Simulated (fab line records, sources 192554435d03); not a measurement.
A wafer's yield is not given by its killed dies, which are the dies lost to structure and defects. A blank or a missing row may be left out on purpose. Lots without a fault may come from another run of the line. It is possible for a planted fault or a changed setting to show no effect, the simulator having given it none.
fab line records	flow n5-finfet	part 1 of 2: steps 1 to 29 of 34
record: lots: 5	wafers: 15	last-day: 17
route steps=1938 shown WELL_APT@40 PMOS_HMC_CHANNEL_EPI@57
lots untouched by any fault: they come from a run of this same line in which no faults occurred
start-h: hours from the record's first day to the start of the lot's first wafer shown	wait-h: hours elapsed since this lot's preceding step	" identical to the entry in the row above	L1.1+2: one row covering several wafers at once	- no value, or no start given	* or withheld: withheld	< > ~ a bound
route shown NAME@n: a module of which the file shows steps, and the number in the route of the first	usual: mean/standard deviation of fault-free wafers	same: alike in all rows	chamber/n: place in a boat	sites: each site's reading	_std_site: the values' standard deviation	_edge_site: inner sites' mean taken away from outer sites' mean	radius-mm: how far each site lies from the wafer's centre	mask NAME#n: copy n	behind: the tool/chamber that last shaped the wafer	hold: why the lot was held/for how many hours/how that ended	device: the transistor (n, p or np) that didn't switch	end of line: at the end of the route, the tests of the same wafers	a step with no rows: only its recipe	killed: count of dies lost to structure and defects at first sort (not the wafer's yield)	map: shows each die of a wafer: x if killed, . if not, _ if none is there
set.NAME: setting as actually run; set.NAME@STEP: the setting as run at that earlier step	model.NAME: the simulator's own value behind a step, which no gauge read
lots at some steps of the route; a table a step, a row a wafer
services: from which hour (start-h, from the record's first day; less than 0 if before it) a tool's chamber was out of use, for how many hours, and why
== steps ==
step: N5_WELL_APT_PEB_23
recipe: peb-temp-c: 130	peb-time-s: 90
lot.wafer	tool	chamber	start-h	wait-h
L076.1+2+4	litho-track-04	0	26.58	0.1
L080.1+2+6	litho-track-05	0	50.73	0.1
L093.1+5+6	litho-track-05	0	129.73	0.1
L094.1+2+5	litho-track-05	0	136.58	0.1
L095.1+2+3	litho-track-05	0	141.01	0.1
step: N5_WELL_APT_DEVELOP_24
recipe: develop-time-s: 45	rinse-liquid: surfactant-rinse	dry: air-spin	dev-temp-c: 21
lot.wafer	tool	chamber	start-h	wait-h
L076.1+2+4	litho-track-04	0	-	-
L080.1+2+6	litho-track-05	0	-	-
L093.1+5+6	litho-track-05	0	-	-
L094.1+2+5	litho-track-05	0	-	-
L095.1+2+3	litho-track-05	0	-	-
step: N5_WELL_APT_HARDBAKE_29
recipe: temp-c: 130	time-s: 120
lot.wafer	tool	chamber	start-h	wait-h
L076.1+2+4	litho-track-04	0	-	-
L080.1+2+6	litho-track-05	0	-	-
L093.1+5+6	litho-track-05	0	-	-
L094.1+2+5	litho-track-05	0	-	-
L095.1+2+3	litho-track-05	0	-	-
step: N5_WELL_APT_CD_MEAS_25
recipe: target-cd-nm: 200	landing-energy-ev: 500	detector: se-inlens
usual: cd-nm: 199.2/1.7
lot.wafer	tool	chamber	start-h	wait-h	cd-nm
L076.1	cd-sem-01	0	26.70	-	199.1
L076.2	"	0	"	"	202.1
L076.4	"	0	"	"	202.0
L080.1	cd-sem-01	0	50.85	-	197.2
L080.2	"	0	"	"	196.9
L080.6	"	0	"	"	197.3
L093.1	cd-sem-01	0	129.85	-	197.8
L093.5	"	0	"	"	199.5
L093.6	"	0	"	"	198.1
L094.1	cd-sem-01	0	136.70	-	195.6
L094.2	"	0	"	"	201.5
L094.5	"	0	"	"	198.7
L095.1	cd-sem-02	0	141.12	-	197.6
L095.2	"	0	"	"	200.3
L095.3	"	0	"	"	198.0
step: N5_WELL_APT_OVL_MEAS_26
recipe: points-per-wafer: 44
usual: PWELL_OVL: -2/5.7
same: points-per-wafer: 44
lot.wafer	tool	chamber	start-h	wait-h	PWELL_OVL[nm]
L076.1	overlay-02	0	26.73	0.0	-5
L076.2	"	0	"	"	-10
L076.4	"	0	"	"	-6
L080.1	overlay-02	0	50.88	0.0	4
L080.2	"	0	"	"	-9
L080.6	"	0	"	"	0
L093.1	overlay-01	0	129.88	0.0	14
L093.5	"	0	"	"	1
L093.6	"	0	"	"	-3
L094.1	overlay-01	0	136.73	0.0	-3
L094.2	"	0	"	"	-5
L094.5	"	0	"	"	-5
L095.1	overlay-02	0	141.15	0.0	-2
L095.2	"	0	"	"	3
L095.3	"	0	"	"	-5
step: N5_WELL_APT_INSPECT_27
recipe: mode: adi	inspect-instrument: macro
usual: raw-defect-count: 1.9/1.5
lot.wafer	tool	chamber	start-h	wait-h	raw-defect-count
L076.1	defect-inspect-01	-	26.75	0.0	0
L076.2	"	-	"	"	3
L076.4	"	-	"	"	1
L080.1	defect-inspect-02	-	50.90	0.0	5
L080.2	"	-	"	"	0
L080.6	"	-	"	"	2
L093.1	defect-inspect-01	-	129.90	0.0	1
L093.5	"	-	"	"	3
L093.6	"	-	"	"	2
L094.1	defect-inspect-02	-	136.75	0.0	1
L094.2	"	-	"	"	1
L094.5	"	-	"	"	0
L095.1	defect-inspect-01	-	141.18	0.0	1
L095.2	"	-	"	"	1
L095.3	"	-	"	"	0
step: N5_WELL_APT_DESCUM_30
recipe: chemistry: O2	time-s: 7.9	source-power-w: 50	bias-power-w: 20	pressure-mtorr: 20	rf-frequency-hz: 2.712e+07	temp-c: 40	o2-flow-sccm: 225
usual: drypump-motor-current-A: 5.9/0.57	oes-product-au: 0.77/0.071	rf-vpp-V: 242.9/1.3	showerhead-plenum-p-Torr: 2.08/0.067	throttle-valve-pct: 20.41/0.17
lot.wafer	tool	chamber	start-h	wait-h	drypump-motor-current-A	oes-product-au	rf-hours-counter-h	rf-vpp-V	showerhead-plenum-p-Torr	throttle-valve-pct
L076.1	rie-diel-05	3	26.84	0.1	6.7	0.77	151	242.5	1.99	20.49
L076.2	"	0	"	"	5.3	0.72	168	244.6	2.19	20.48
L076.4	"	1	"	"	6.0	0.95	5	242.9	2.07	20.48
L080.1	rie-diel-05	0	51.51	0.6	5.2	0.71	177	244.1	2.18	20.49
L080.2	"	3	"	"	6.7	0.76	157	241.6	1.99	20.48
L080.6	"	0	"	"	5.2	0.71	-	243.8	2.18	20.49
L093.1	rie-diel-05	2	129.94	0.0	5.6	0.80	120	245.0	2.11	20.42
L093.5	"	0	"	"	5.3	0.69	-	244.8	2.17	20.53
L093.6	"	1	"	"	6.0	0.87	-	241.5	2.06	20.54
L094.1	rie-diel-06	0	136.78	0.0	6.4	0.75	147	241.4	2.02	20.66
L094.2	"	3	"	"	4.8	0.78	117	241.4	2.01	20.25
L094.5	"	1	"	"	5.8	0.67	-	244.8	2.16	20.49
L095.1	rie-diel-05	0	141.22	0.0	5.3	0.68	212	243.1	2.17	20.54
L095.2	"	3	"	"	6.7	0.73	191	241.8	1.98	20.53
L095.3	"	1	"	"	6.0	0.85	51	243.4	2.05	20.56
step: N5_WELL_APT_IMPLANT_31
recipe: species: B	energy-kev: 60	dose-cm2: 1.5e+13	tilt-deg: 0	rotation-deg: 0
usual: beam-on-s: 10.00/0.21
lot.wafer	tool	chamber	start-h	wait-h	beam-on-s
L076.1	implanter-01	0	26.94	0.1	10.22
L076.2	"	0	"	"	10.04
L076.4	"	0	"	"	9.88
L080.1	implanter-02	0	51.61	0.1	10.05
L080.2	"	0	"	"	9.95
L080.6	"	0	"	"	9.69
L093.1	implanter-01	0	130.04	0.1	9.84
L093.5	"	0	"	"	9.99
L093.6	"	0	"	"	9.79
L094.1	implanter-02	0	136.88	0.1	10.05
L094.2	"	0	"	"	10.12
L094.5	"	0	"	"	10.22
L095.1	implanter-02	0	141.32	0.1	9.73
L095.2	"	0	"	"	10.02
L095.3	"	0	"	"	10.32
step: N5_WELL_APT_IMPLANT_32
recipe: species: BF2	energy-kev: 50	dose-cm2: 2e+13	tilt-deg: 0	rotation-deg: 0
usual: beam-on-s: 10.03/0.17
lot.wafer	tool	chamber	start-h	wait-h	beam-on-s
L076.1	implanter-01	0	27.12	0.1	10.04
L076.2	"	0	"	"	10.05
L076.4	"	0	"	"	9.95
L080.1	implanter-02	0	51.79	0.1	9.90
L080.2	"	0	"	"	10.04
L080.6	"	0	"	"	10.14
L093.1	implanter-01	0	130.22	0.1	9.85
L093.5	"	0	"	"	9.91
L093.6	"	0	"	"	9.83
L094.1	implanter-02	0	137.06	0.1	10.21
L094.2	"	0	"	"	9.69
L094.5	"	0	"	"	9.79
L095.1	implanter-02	0	141.50	0.1	9.97
L095.2	"	0	"	"	9.62
L095.3	"	0	"	"	9.99
step: N5_WELL_APT_STRIP_33
recipe: chemistry: SPM	time-s: 900	temp-c: 130	h2so4-h2o2-vol-ratio: 4	dry: ipa-marangoni
lot.wafer	tool	chamber	start-h	wait-h
L076.1+2+4	wet-bench-01	5,4,7	27.32	0.2
L080.1+2+6	wet-bench-01	2,4,6	51.99	0.2
L093.1+5+6	wet-bench-04	2,4,7	130.44	0.2
L094.1+2+5	wet-bench-01	4,0,3	137.27	0.2
L095.1+2+3	wet-bench-04	7,6,2	141.72	0.2
step: N5_WELL_APT_RTA_34
recipe: temp-c: 1000	time-s: 10	ambient: N2	idle-temp-c: 600	ramp-up-c-per-s: 150	ramp-down-c-per-s: 60	cool-to-c: 600
usual: anneal-temp-c-max: 1005.7/0.96	lamp-power-pct: 13.01/0.056	wafer_temp_C_max: 1003.5/1.1
lot.wafer	tool	chamber	start-h	wait-h	anneal-temp-c-max	lamp-power-pct	wafer_temp_C_max
L076.1	rtp-anneal-02	0	27.71	0.1	1004.5	12.98	1002.5
L076.2	"	0	"	"	1004.6	12.93	1004.2
L076.4	"	0	"	"	1005.6	12.93	1004.2
L080.1	rtp-anneal-02	0	52.27	0.0	1005.7	12.92	1004.9
L080.2	"	0	"	"	1004.9	13.09	1001.7
L080.6	"	0	"	"	1004.9	12.89	1002.6
L093.1	rtp-anneal-01	0	130.72	0.0	1004.5	12.97	1002.7
L093.5	"	0	"	"	1005.6	12.95	1002.9
L093.6	"	0	"	"	1008.4	13.01	1002.6
L094.1	rtp-anneal-02	0	137.68	0.2	1006.5	12.97	1002.3
L094.2	"	0	"	"	1005.8	13.01	1004.3
L094.5	"	0	"	"	1007.4	13.07	1003.1
L095.1	rtp-anneal-02	0	142.00	0.0	1004.2	13.03	1002.1
L095.2	"	0	"	"	1005.1	13.07	1004.1
L095.3	"	0	"	"	1005.7	13.04	1004.0
step: N5_WELL_APT_OXIDE_STRIP_42
recipe: chemistry: dHF	dilution: 25:1	time-s: 45	temp-c: 25	target: SiO2	target-depth-a: 120
lot.wafer	tool	chamber	start-h	wait-h
L076.1+2+4	wet-bench-02	4,6,0	27.87	0.1
L080.1+2+6	wet-bench-04	0,3,4	52.41	0.1
L093.1+5+6	wet-bench-01	7,6,5	130.98	0.2
L094.1+2+5	wet-bench-04	0,7,6	137.82	0.1
L095.1+2+3	wet-bench-01	7,4,3	142.16	0.1
step: N5_WELL_APT_PRECLEAN_36
recipe: chemistry: O3/DIW	time-s: 45	temp-c: 22	o3-ppm: 10
lot.wafer	tool	chamber	start-h	wait-h
L076.1+2+4	wet-bench-02	4,6,0	27.89	0.0
L080.1+2+6	wet-bench-04	0,3,4	52.43	0.0
L093.1+5+6	wet-bench-01	7,6,5	131.00	0.0
L094.1+2+5	wet-bench-04	0,7,6	137.84	0.0
L095.1+2+3	wet-bench-01	7,4,3	142.17	0.0
step: N5_WELL_APT_PRECLEAN_39
recipe: chemistry: dHF	time-s: 60	dilution: 150:1	temp-c: 25
lot.wafer	tool	chamber	start-h	wait-h
L076.1+2+4	wet-bench-02	4,6,0	27.90	0.0
L080.1+2+6	wet-bench-04	0,3,4	52.44	0.0
L093.1+5+6	wet-bench-01	7,6,5	131.01	0.0
L094.1+2+5	wet-bench-04	0,7,6	137.85	0.0
L095.1+2+3	wet-bench-01	7,4,3	142.18	0.0
step: N5_WELL_APT_SRD_37
recipe: dry: ipa-marangoni	do-ppb: 5	time-s: 30	temp-c: 23	rinse-liquid: diw
lot.wafer	tool	chamber	start-h	wait-h
L076.1+2+4	wet-bench-02	4,6,0	27.92	0.0
L080.1+2+6	wet-bench-04	0,3,4	52.46	0.0
L093.1+5+6	wet-bench-01	7,6,5	131.03	0.0
L094.1+2+5	wet-bench-04	0,7,6	137.87	0.0
L095.1+2+3	wet-bench-01	7,4,3	142.20	0.0
step: N5_WELL_APT_EPI_41
recipe: material: Si	target-thk-a: 500	temp-c: 650	precursor: SiH4/H2	pressure-torr: 20	time-s: 297.7
usual: throttle-valve-pct: 11.6/0.45
lot.wafer	tool	chamber	start-h	wait-h	throttle-valve-pct
L076.1	epi-rpcvd-02	0	27.97	0.0	11.1
L076.2	"	0	"	"	11.3
L076.4	"	0	"	"	10.8
L080.1	epi-rpcvd-03	0	52.51	0.0	12.2
L080.2	"	0	"	"	12.1
L080.6	"	0	"	"	11.9
L093.1	epi-rpcvd-04	0	131.08	0.0	11.6
L093.5	"	0	"	"	11.7
L093.6	"	0	"	"	11.7
L094.1	epi-rpcvd-03	0	137.91	0.0	12.1
L094.2	"	0	"	"	12.1
L094.5	"	0	"	"	11.9
L095.1	epi-rpcvd-03	0	142.25	0.0	12.0
L095.2	"	0	"	"	12.3
L095.3	"	0	"	"	11.8
step: N5_WELL_APT_INSPECT_38
recipe: inspect-instrument: darkfield	mode: post-epi
usual: raw-defect-count: 14/4.9
lot.wafer	tool	chamber	start-h	wait-h	raw-defect-count
L076.1	defect-inspect-02	-	28.81	0.7	28
L076.2	"	-	"	"	9
L076.4	"	-	"	"	15
L080.1	defect-inspect-01	-	53.14	0.5	11
L080.2	"	-	"	"	6
L080.6	"	-	"	"	8
L093.1	defect-inspect-01	-	131.72	0.5	10
L093.5	"	-	"	"	10
L093.6	"	-	"	"	14
L094.1	defect-inspect-02	-	138.77	0.7	19
L094.2	"	-	"	"	24
L094.5	"	-	"	"	18
L095.1	defect-inspect-02	-	143.09	0.7	16
L095.2	"	-	"	"	9
L095.3	"	-	"	"	14
step: N5_PMOS_HMC_CHANNEL_EPI_HM_DEP_34
recipe: material: SiO2	target-thk-a: 360	temp-c: 400	precursor: TEOS/O2	pressure-torr: 6.5	rf-w: 900	teos-flow-sccm: 161.4	gas: O2	flow-sccm: 2650	time-s: 6.9
usual: heater-power-w: 517/65	showerhead-plenum-p-Torr: 8.336/0.03	throttle-valve-pct: 18.6/1
lot.wafer	tool	chamber	start-h	wait-h	heater-power-w	showerhead-plenum-p-Torr	throttle-valve-pct
L076.1	pecvd-02	1	28.84	0.0	596	8.357	17.9
L076.2	"	0	"	"	398	8.363	20.1
L076.4	"	0	"	"	403	8.357	20.0
L080.1	pecvd-02	1	53.18	0.0	573	8.295	18.1
L080.2	"	2	"	"	557	8.303	18.6
L080.6	"	1	"	"	584	8.325	18.2
L093.1	pecvd-04	1	131.76	0.0	490	8.297	17.8
L093.5	"	0	"	"	542	8.380	18.0
L093.6	"	1	"	"	495	8.285	17.8
L094.1	pecvd-02	1	138.80	0.0	589	8.331	18.3
L094.2	"	0	"	"	480	8.368	20.3
L094.5	"	0	"	"	484	8.366	20.3
L095.1	pecvd-01	0	143.13	0.0	510	8.362	18.5
L095.2	"	1	"	"	435	8.345	20.9
L095.3	"	2	"	"	519	8.337	17.7
step: N5_PMOS_HMC_CHANNEL_EPI_COAT_31
recipe: resist: BARC	temp-c: 205	time-s: 60	spin-rpm: 1500	resist-thk-nm: 66
lot.wafer	tool	chamber	start-h	wait-h
L076.1+2+4	litho-track-04	0	28.90	0.0
L080.1+2+6	litho-track-04	0	53.24	0.0
L093.1+5+6	litho-track-03	0	131.83	0.1
L094.1+2+5	litho-track-02	0	138.86	0.0
L095.1+2+3	litho-track-03	0	143.18	0.0
step: N5_PMOS_HMC_CHANNEL_EPI_COAT_03
recipe: resist: CAR-ArF-block	spin-rpm: 1500	resist-thk-nm: 205
lot.wafer	tool	chamber	start-h	wait-h
L076.1+2+4	litho-track-04	0	-	-
L080.1+2+6	litho-track-04	0	-	-
L093.1+5+6	litho-track-03	0	-	-
L094.1+2+5	litho-track-02	0	-	-
L095.1+2+3	litho-track-03	0	-	-
step: N5_PMOS_HMC_CHANNEL_EPI_EBR_05
recipe: solvent: PGMEA	ebr-width-mm: 1.5
lot.wafer	tool	chamber	start-h	wait-h
L076.1+2+4	litho-track-04	0	-	-
L080.1+2+6	litho-track-04	0	-	-
L093.1+5+6	litho-track-03	0	-	-
L094.1+2+5	litho-track-02	0	-	-
L095.1+2+3	litho-track-03	0	-	-
step: N5_PMOS_HMC_CHANNEL_EPI_SOFTBAKE_04
recipe: temp-c: 110	time-s: 60	resist: CAR-ArF-block
lot.wafer	tool	chamber	start-h	wait-h
L076.1+2+4	litho-track-04	0	-	-
L080.1+2+6	litho-track-04	0	-	-
L093.1+5+6	litho-track-03	0	-	-
L094.1+2+5	litho-track-02	0	-	-
L095.1+2+3	litho-track-03	0	-	-
step: N5_PMOS_HMC_CHANNEL_EPI_EXPOSE_06
recipe: mask-id: PMOS_HMC_BLK	na: 1.35	source-shape: conventional	sigma-outer: 0.8	polarization: unpolarized	target-cd-nm: 240	dose-mj: 41
same: na: 1.35
lot.wafer	tool	chamber	start-h	wait-h	mask
L076.1+2+4	arfi-scanner-01	0	29.12	-	PMOS_HMC_BLK#0
L080.1+2+6	arfi-scanner-03	0	53.33	-	PMOS_HMC_BLK#0
L093.1+5+6	arfi-scanner-01	0	132.05	-	PMOS_HMC_BLK#0
L094.1+2+5	arfi-scanner-03	0	139.08	-	PMOS_HMC_BLK#0
L095.1+2+3	arfi-scanner-02	0	143.40	-	PMOS_HMC_BLK#0
step: N5_PMOS_HMC_CHANNEL_EPI_PEB_07
recipe: peb-temp-c: 110	peb-time-s: 60	resist: CAR-ArF-block
lot.wafer	tool	chamber	start-h	wait-h
L076.1+2+4	litho-track-03	0	29.18	0.1
L080.1+2+6	litho-track-02	0	53.39	0.1
L093.1+5+6	litho-track-02	0	132.11	0.1
L094.1+2+5	litho-track-04	0	139.14	0.1
L095.1+2+3	litho-track-03	0	143.46	0.1
step: N5_PMOS_HMC_CHANNEL_EPI_DEVELOP_08
recipe: develop-time-s: 30	developer: TMAH	resist: CAR-ArF-block	dev-temp-c: 23	rinse-liquid: diw	dry: air-spin
lot.wafer	tool	chamber	start-h	wait-h
L076.1+2+4	litho-track-03	0	-	-
L080.1+2+6	litho-track-02	0	-	-
L093.1+5+6	litho-track-02	0	-	-
L094.1+2+5	litho-track-04	0	-	-
L095.1+2+3	litho-track-03	0	-	-
step: N5_PMOS_HMC_CHANNEL_EPI_CD_MEAS_09
recipe: target-cd-nm: 237.4	landing-energy-ev: 500	detector: se-inlens
usual: cd-nm: 237.5/1.1
lot.wafer	tool	chamber	start-h	wait-h	cd-nm
L076.1	cd-sem-01	0	29.25	-	238.2
L076.2	"	0	"	"	238.7
L076.4	"	0	"	"	238.4
L080.1	cd-sem-01	0	53.46	-	236.3
L080.2	"	0	"	"	236.5
L080.6	"	0	"	"	237.0
L093.1	cd-sem-03	0	132.17	-	236.6
L093.5	"	0	"	"	237.8
L093.6	"	0	"	"	237.9
L094.1	cd-sem-03	0	139.21	-	236.7
L094.2	"	0	"	"	236.7
L094.5	"	0	"	"	237.0
L095.1	cd-sem-03	0	143.53	-	236.9
L095.2	"	0	"	"	237.3
L095.3	"	0	"	"	238.5
step: N5_PMOS_HMC_CHANNEL_EPI_OVL_MEAS_10
recipe: points-per-wafer: 44
usual: PMOS_HMC_BLK_OVL: -0.1/0.69
same: points-per-wafer: 44
lot.wafer	tool	chamber	start-h	wait-h	PMOS_HMC_BLK_OVL[nm]
L076.1	overlay-02	0	29.28	0.0	0.6
L076.2	"	0	"	"	1.5
L076.4	"	0	"	"	0.3
L080.1	overlay-02	0	53.49	0.0	0.0
L080.2	"	0	"	"	0.3
L080.6	"	0	"	"	0.1
L093.1	overlay-02	0	132.20	0.0	0.3
L093.5	"	0	"	"	1.2
L093.6	"	0	"	"	-0.6
L094.1	overlay-01	0	139.24	0.0	0.8
L094.2	"	0	"	"	-0.2
L094.5	"	0	"	"	0.3
L095.1	overlay-01	0	143.56	0.0	-0.2
L095.2	"	0	"	"	-0.2
L095.3	"	0	"	"	-0.2
step: N5_PMOS_HMC_CHANNEL_EPI_INSPECT_11
recipe: mode: adi	inspect-instrument: macro
usual: raw-defect-count: 2.0/1.6
lot.wafer	tool	chamber	start-h	wait-h	raw-defect-count
L076.1	defect-inspect-02	-	29.30	0.0	4
L076.2	"	-	"	"	2
L076.4	"	-	"	"	1
L080.1	defect-inspect-02	-	53.51	0.0	3
L080.2	"	-	"	"	1
L080.6	"	-	"	"	0
L093.1	defect-inspect-02	-	132.23	0.0	2
L093.5	"	-	"	"	1
L093.6	"	-	"	"	0
L094.1	defect-inspect-01	-	139.26	0.0	1
L094.2	"	-	"	"	2
L094.5	"	-	"	"	2
L095.1	defect-inspect-01	-	143.58	0.0	1
L095.2	"	-	"	"	2
L095.3	"	-	"	"	1
step: N5_PMOS_HMC_CHANNEL_EPI_DESCUM_14
recipe: chemistry: O2	time-s: 7.9	source-power-w: 50	bias-power-w: 20	pressure-mtorr: 20	rf-frequency-hz: 2.712e+07	temp-c: 40	resist: CAR-ArF-block	o2-flow-sccm: 225
usual: drypump-motor-current-A: 5.7/0.55	oes-product-au: 0.76/0.061	rf-vpp-V: 243.3/1.3	showerhead-plenum-p-Torr: 2.10/0.068	throttle-valve-pct: 20.4/0.36
lot.wafer	tool	chamber	start-h	wait-h	drypump-motor-current-A	oes-product-au	rf-hours-counter-h	rf-vpp-V	showerhead-plenum-p-Torr	throttle-valve-pct
L076.1	rie-diel-04	2	29.34	0.0	5.2	0.79	110	242.5	2.12	20.1
L076.2	"	1	"	"	5.3	0.88	49	244.6	2.04	20.0
L076.4	"	3	"	"	6.2	0.76	167	243.6	2.06	20.2
L080.1	rie-diel-02	3	53.55	0.0	6.6	0.97	4	242.9	2.05	19.9
L080.2	"	2	"	"	4.7	0.70	219	242.9	2.16	20.7
L080.6	"	3	"	"	6.6	0.98	-	241.7	2.05	19.9
L093.1	rie-diel-04	0	133.27	1.0	5.9	0.77	115	240.8	1.93	20.4
L093.5	"	2	"	"	5.1	0.75	-	243.0	2.11	20.1
L093.6	"	1	"	"	5.3	0.84	-	242.2	2.03	20.0
L094.1	rie-diel-03	2	139.30	0.0	5.6	0.74	194	243.1	2.10	20.8
L094.2	"	1	"	"	6.3	0.71	209	244.1	2.15	20.1
L094.5	"	0	"	"	5.1	0.71	-	243.2	2.07	20.8
L095.1	rie-diel-04	2	143.78	0.2	5.2	0.76	137	243.8	2.11	20.1
L095.2	"	0	"	"	5.8	0.76	120	241.2	1.93	20.4
L095.3	"	3	"	"	6.2	0.74	193	242.4	2.05	20.2
